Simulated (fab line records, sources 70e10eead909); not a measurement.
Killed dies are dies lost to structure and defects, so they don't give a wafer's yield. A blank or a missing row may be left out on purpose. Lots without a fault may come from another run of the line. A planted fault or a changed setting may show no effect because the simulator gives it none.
Chamber matching | flow nand_harc | NHARC_P_M0_PRE_CLEAN_31 on pecvd-02: 3 sister chambers
The step time 12 s. 6 wafers are shown with their chamber, then 7 later ones without.

WAFERS WITH THEIR CHAMBER
wafer  | chamber | heater_power_w (W)
L084.5 | 2       | 734
L085.1 | 1       | 668
L085.2 | 2       | 696
L085.6 | 0       | 554
L092.1 | 0       | 617
L092.2 | 1       | 680

WAFERS WITHOUT THEIR CHAMBER
wafer  | heater_power_w (W)
L092.6 | 697
L093.1 | 682
L093.2 | 660
L093.6 | 695
L097.1 | 693
L097.2 | 651
L097.6 | 694

WHICH CHAMBER EACH WENT THROUGH
wafer  | from the rows above          | in truth
L092.6 | can't be placed: 2 or 1      | 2
L093.1 | can't be placed: 1 or 2      | 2
L093.2 | can't be placed: 1 or 2 or 0 | 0
L093.6 | can't be placed: 2 or 1      | 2
L097.1 | can't be placed: 1 or 2      | 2
L097.2 | can't be placed: 1 or 2 or 0 | 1
L097.6 | can't be placed: 1 or 2      | 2
Placed correctly: 0 of 7. Can't be placed from these rows: 7 (the true chamber is among the candidates in 7). Placed wrongly: 0.
How it was worked out, from the rows above alone: a wafer's distance from a chamber is the root of the sum, over the readings, of the square of ((its reading less the chamber's mean) divided by the reading's scatter). The wafer belongs to the nearest chamber; if the next one is less than 2 further off, it can't be placed. A chamber's mean is the mean of its shown wafers. The scatter: the root of (the sum of the squares of (reading less its chamber's mean) over the shown wafers, divided by (wafers less chambers)).
